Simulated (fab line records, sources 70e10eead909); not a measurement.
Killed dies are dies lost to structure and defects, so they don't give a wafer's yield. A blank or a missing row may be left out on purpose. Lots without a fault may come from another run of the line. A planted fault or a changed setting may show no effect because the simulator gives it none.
A struck lot beside a sound one | flow nand_harc | 42 steps out of a route of 1159
Sound: wafers L188.1, L188.5, L188.6. Struck: wafers L205.1, L205.5. (L205.6 of the same lot was not struck and is left out.) The cause comes at the end.
At each step with rows: each side's tool, then ch and its chambers, then its first start. Under that, the readings that differ: sound wafers | struck wafers | difference of the means | sigmas: that difference in standard deviations of wafers without a fault.
alike: readings whose means differ by less than 2 such deviations, and words and numbers that are the same on both sides. not compared: withheld readings, readings that some wafer has no value for, bounds like >300 that may hide the same value, and numbers for which the record gives no deviation and whose values overlap.
The two part at a step that has a row with sigmas, a row that says differs or no value, or rows on one side only. Numbers that don't overlap but have no deviation are shown without sigmas and don't part them. A reading that every wafer of one side lacks parts them only if that side has two wafers or more.

first, 1 step without rows for these wafers: NHARC_P_M2_DEVELOP_08 (develop time 35 s).
NHARC_P_M2_CD_MEAS_09: target cd 170 nm.
  sound on cd_sem-02 ch 0, day 6 04:18; struck on cd_sem-02 ch 0, day 10 14:36
  alike: cd_nm
NHARC_P_M2_OVL_MEAS_10: pitch 340 nm.
  sound on overlay-01, day 6 04:23; struck on overlay-01, day 10 14:41
  alike: overlay_x_nm, overlay_y_nm
NHARC_P_M2_INSPECT_11:
  sound on defect_inspect-01, day 6 04:26; struck on defect_inspect-01, day 10 14:44
  alike: raw_defect_count
then, 3 steps without rows for these wafers: NHARC_P_M2_DESCUM_14 (chemistry O2, time 3 s); NHARC_P_M2_ETCH_35 (etches the open film in N2/H2, target depth 40 nm, overetch 12 nm, time 43.94 s); NHARC_P_M2_ETCH_15 (etches the open film in C4F8/Ar, target depth 182.5 nm, time 91.2 s).
NHARC_P_M2_CD_MEAS_16:
  sound on cd_sem-03, day 6 04:48; struck on cd_sem-01, day 10 15:07
  alike: cd_nm
then, 3 steps without rows for these wafers: NHARC_P_M2_STRIP_18 (strips in N2/H2); NHARC_P_M2_ETCH_28 (etches the open film in CF4/N2, target depth 30 nm, time 72.99 s); NHARC_P_M2_STRIP_19 (strips in post etch residue remover, time 600 s).
NHARC_P_M2_DEGAS_29: time 60 s.
  sound on pvd_sputter-02, day 6 05:32; struck on pvd_sputter-03, day 10 15:52
  alike: heater_power_w
NHARC_P_M2_PRE_CLEAN_30: time 30 s.
  sound on pvd_sputter-02, day 6 05:35; struck on pvd_sputter-03, day 10 15:55
  alike: heater_power_w
then, 4 steps without rows for these wafers: NHARC_P_M2_PVD_20 (deposits TaN, target thk 5 nm, time 8.06 s); NHARC_P_M2_PVD_21 (deposits Cu, target thk 30 nm, time 20.49 s); NHARC_P_M2_ECD_22 (material Cu, target thk 400 nm); NHARC_P_M2_ANNEAL_31 (time 90 s).
NHARC_P_M2_CMP_23: polishes, t overpolish 20 s, target thk 144.3 nm.
  sound on cmp-03 ch 2,3, day 6 06:41; struck on cmp-04 ch 3, day 10 16:56
  alike: edge_zone_pressure_frac, motor_current_A, time_to_endpoint_s
NHARC_P_M2_THK_MEAS_24: measures by xrf.
  sound on film_metro-02, day 6 06:59; struck on film_metro-01, day 10 17:16
  alike: thk_nm
then, 3 steps without rows for these wafers: NHARC_P_M2_SRD_25; NHARC_P_M2_PRE_CLEAN_32 (time 12 s); NHARC_P_M2_DEP_33 (deposits SiCN, target thk 30 nm).
NHARC_P_BONDPAD_DEP_00: deposits SiCN, target thk 250 nm.
  sound on pecvd-01 ch 0,2, day 6 07:47; struck on pecvd-02 ch 0,1, day 10 18:05
  alike: heater_power_w
then, 1 step without rows for these wafers: NHARC_P_BONDPAD_CMP_32 (polishes SiCN, target thk 200 nm).
NHARC_P_BONDPAD_THK_MEAS_33: measures by ellipsometry.
  sound on film_metro-01, day 6 08:22; struck on film_metro-02, day 10 18:39
  alike: thk_nm
then, 10 steps without rows for these wafers: NHARC_P_BONDPAD_SRD_34; NHARC_P_BONDPAD_DEHYDRATE_01 (time 120 s); NHARC_P_BONDPAD_HMDS_02 (time 30 s); NHARC_P_BONDPAD_COAT_36 (time 65 s); NHARC_P_BONDPAD_COAT_03 (resist thk 600 nm); NHARC_P_BONDPAD_SOFTBAKE_04 (time 70 s); NHARC_P_BONDPAD_EBR_05; NHARC_P_BONDPAD_EXPOSE_06 (exposes mask P BPAD); NHARC_P_BONDPAD_PEB_07 (peb time 80 s); NHARC_P_BONDPAD_DEVELOP_08 (time 50 s).
NHARC_P_BONDPAD_CD_MEAS_09: target cd 500 nm.
  sound on cd_sem-02 ch 0, day 6 08:56; struck on cd_sem-03 ch 0, day 10 19:14
  alike: cd_nm
NHARC_P_BONDPAD_OVL_MEAS_38:
  sound on overlay-02, day 6 09:01; struck on overlay-02, day 10 19:20
  alike: overlay_x_nm, overlay_y_nm
then, 1 step without rows for these wafers: NHARC_P_BONDPAD_HARDBAKE_10 (time 65 s).
NHARC_P_BONDPAD_DESCUM_11: chemistry O2, time 3 s.
  sound on rie_diel-01 ch 0,1,3, day 6 09:13; struck on rie_diel-09 ch 1,3, day 10 19:29
  alike: chamber_pressure_mTorr, drypump_motor_current_A, o2_flow_sccm, oes_product_au, rf_vpp_V, showerhead_plenum_p_Torr, throttle_valve_pct
  not compared: rf_hours_counter_h
NHARC_P_BONDPAD_ETCH_37: etches the open film in N2/H2, target depth 60 nm, overetch 18 nm, time 65.91 s.
  sound on rie_diel-01 ch 2,3, day 6 09:27; struck on rie_diel-09 ch 0,2, day 10 19:33
  alike: chamber_pressure_mTorr, drypump_motor_current_A, oes_product_au, rf_vpp_V, showerhead_plenum_p_Torr, throttle_valve_pct
  not compared: rf_hours_counter_h
-- the record jumps here: 13 days lie between the struck wafers' starts before and after (it left off in module P_BONDPAD and takes up again in module THIN_TSV, whose first step shown is number 1101 of the route) --
NHARC_THIN_TSV_GRIND_00:
  sound on grinder-01 ch 0, day 18 17:27; struck on grinder-01 ch 0, day 24 00:27
  reading | sound | struck                                            | difference                   | sigmas
  hold    | - - - | await_dispo/3.7h/release await_dispo/3.7h/release | no value on the sound wafers |
  alike: head_pressure_psi, motor_current_A
NHARC_END_SORT_01:
  sound on prober-02 ch 0, day 19 11:28; struck on prober-02 ch 0, day 24 19:19
  reading                  | sound          | struck                                            | difference                   | sigmas
  hold                     | - - -          | await_dispo/2.7h/release await_dispo/2.7h/release | no value on the sound wafers |
  defect_limited_yield (%) | 93.8 95.1 93.9 | 84.3 84.3                                         | -10.0                        | -6
  killed_at_periphery      | 3 2 1          | 72 69                                             | +68                          | +31
  killed_dies              | 42 33 41       | 106 106                                           | +67                          | +6
  sort_bin_2_pct (%)       | 1.6 1.6 1.9    | 7.7 7.7                                           | +6.0                         | +8
  sort_bin_3_pct (%)       | 0.59 0.15 0.74 | 2.51 2.22                                         | +1.87                        | +9
  sort_n_pass              | 635 644 636    | 571 571                                           | -67                          | -6
  sort_rim_yield_pct (%)   | 89 93 90       | 83 82                                             | -8                           | -2
  sort_yield_pct (%)       | 93.8 95.1 93.9 | 84.3 84.3                                         | -10.0                        | -6
  alike: killed_at_array, killed_at_other, killed_open, killed_short, sort_bin_4_pct

WHERE THEY PART
First at NHARC_THIN_TSV_GRIND_00; last, within this record, at NHARC_END_SORT_01.

WHY: what the simulator had put in
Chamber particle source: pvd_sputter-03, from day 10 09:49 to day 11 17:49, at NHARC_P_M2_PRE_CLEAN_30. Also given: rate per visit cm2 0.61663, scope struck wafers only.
